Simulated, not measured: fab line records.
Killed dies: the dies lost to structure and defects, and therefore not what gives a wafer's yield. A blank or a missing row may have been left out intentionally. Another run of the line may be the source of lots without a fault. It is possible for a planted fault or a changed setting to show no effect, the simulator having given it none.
Problem report, 8D (eight disciplines) form, completed by code	flow n5Finfet	the parts of the form that need people (team, actions taken, sign-off) are left out

## 1. WHAT WENT WRONG
M9_THK at N5_BEOL_M9_THK_MEAS_53 reads a mean of 258 nm on 1 wafer of 1 lot; wafers without a fault read 141 nm with a standard deviation of 4.5. That is +26 standard deviations from the usual mean.
The step: measures by xrf.
First seen on wafer L223.4, day 13 23:37, on filmMetro-01. Wafers with a number at this step in the record: 27, from 9 lots. By rule, "out" or "out of limits" means more than 4 standard deviations away from the usual mean. Any other wafer with a number is counted as sound.

## 2. WHAT THIS IS AND IS NOT
question	is	is not
which readings at this step	M9_THK	-
which lots	L223	L218, L220, L222, L224, L236, L237, L239, L241
which wafers of those lots	L223.4	L223.1, L223.6
read on which gauges	filmMetro-01	filmMetro-02
when	from day 13 23:37	up to then (11 sound wafers); but 15 sound wafers of L220, L236, L237, L239, L241 came after

## 3. WHAT RULES OUT EACH SUSPECT
Counting: a tool at a process step up to the reading stays a suspect if it ran every lot that is out. Sound lots after the first of them don't rule it out here, since some wafers of a struck lot are sound.
- the gauge at N5_BEOL_M9_THK_MEAS_53 has been ruled out. All the wafers that are out were read on filmMetro-01, but those of them that N5_BEOL_M9_CMP_52 has rows for are out there too, on other tools.
- pvdSputter-03 at N5_BEOL_M9_PRE_CLEAN_45 (time 30 s): kept. It ran the lot that is out, L223 (day 13 21:56).
- cmp-03 at N5_BEOL_M9_CMP_52 (polishes, stops on SiCOH lowk, t overpolish 7 s, target thk 140 nm): kept. It ran the lot that is out, L223 (day 13 23:19); its last sound lot up to then is L224 (day 13 22:52). On those wafers its own readings are out: barrierFieldEndpointS, overpolishRunS, timeToEndpointS.
- The sound lot-mates ran in chamber 3 of cmp-03 at N5_BEOL_M9_CMP_52, but the wafers that are out ran in chamber 1.
Left after counting: pvdSputter-03 at N5_BEOL_M9_PRE_CLEAN_45, cmp-03 at N5_BEOL_M9_CMP_52.

## 4. THE CAUSE (what the simulator had put in)
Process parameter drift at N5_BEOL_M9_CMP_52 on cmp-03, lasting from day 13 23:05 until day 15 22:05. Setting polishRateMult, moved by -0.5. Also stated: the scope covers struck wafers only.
Of the 2 suspects that counting leaves, this tool is one.

## 5. THE CHAIN OF EFFECTS, in route order
Each row: a reading whose mean over the struck wafers that have a number lies more than 3 standard deviations from the usual. Only readings whose record carries a usual standard deviation are examined. hours: median over the lots of the time between each lot's start at the first step of this table that gives one and its start at this step. sigmas: the change, counted in usual standard deviations.
hours	step	reading	usual	on struck wafers	change	sigmas
0	N5_BEOL_M9_CMP_52	barrierFieldEndpointS	28.9 s	47.0	+18.1	+20
0	N5_BEOL_M9_CMP_52	overpolishRunS	7.000 s	0.041	-6.959	-99 or more
0	N5_BEOL_M9_CMP_52	timeToEndpointS	65 s	87	+22	+5.5
0	N5_BEOL_M9_THK_MEAS_53	M9_THK	141 nm	258	+117	+26
0	N5_BEOL_M9_INSPECT_58	rawDefectCount	71	4290	+4219	+99 or more
61	N5_PASSIVATION_PROBE_49	defectLimitedYield	90.9 %	0.0	-90.9	-65
61	N5_PASSIVATION_PROBE_49	killed_at_M4_up	13	1112	+1099	+99 or more
61	N5_PASSIVATION_PROBE_49	killedDies	107	1180	+1073	+67
61	N5_PASSIVATION_PROBE_49	killedOnRim	14	152	+138	+38
61	N5_PASSIVATION_PROBE_49	sortNPass	1073	0	-1073	-67
61	N5_PASSIVATION_PROBE_49	sortYieldPct	90.9 %	0.0	-90.9	-65
The process steps in it:
- N5_BEOL_M9_CMP_52: polishes, stops on SiCOH lowk, t overpolish 7 s, target thk 140 nm.
- N5_PASSIVATION_PROBE_49

## 6. HOW IT WOULD HAVE BEEN CAUGHT EARLIER
In this record the first reading out of limits at a measuring or inspecting step was taken at day 13 23:37, 1 hour after the fault began at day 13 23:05.
The tool's own readings at N5_BEOL_M9_CMP_52 were out on every struck wafer that the step has a row for (barrierFieldEndpointS, overpolishRunS, timeToEndpointS): an alarm limit on them would have fired on the first of those.
By day 13 23:37, every lot that is out (1) had started N5_BEOL_M9_CMP_52 on cmp-03. Tool hold at that time: it would have spared none of them.
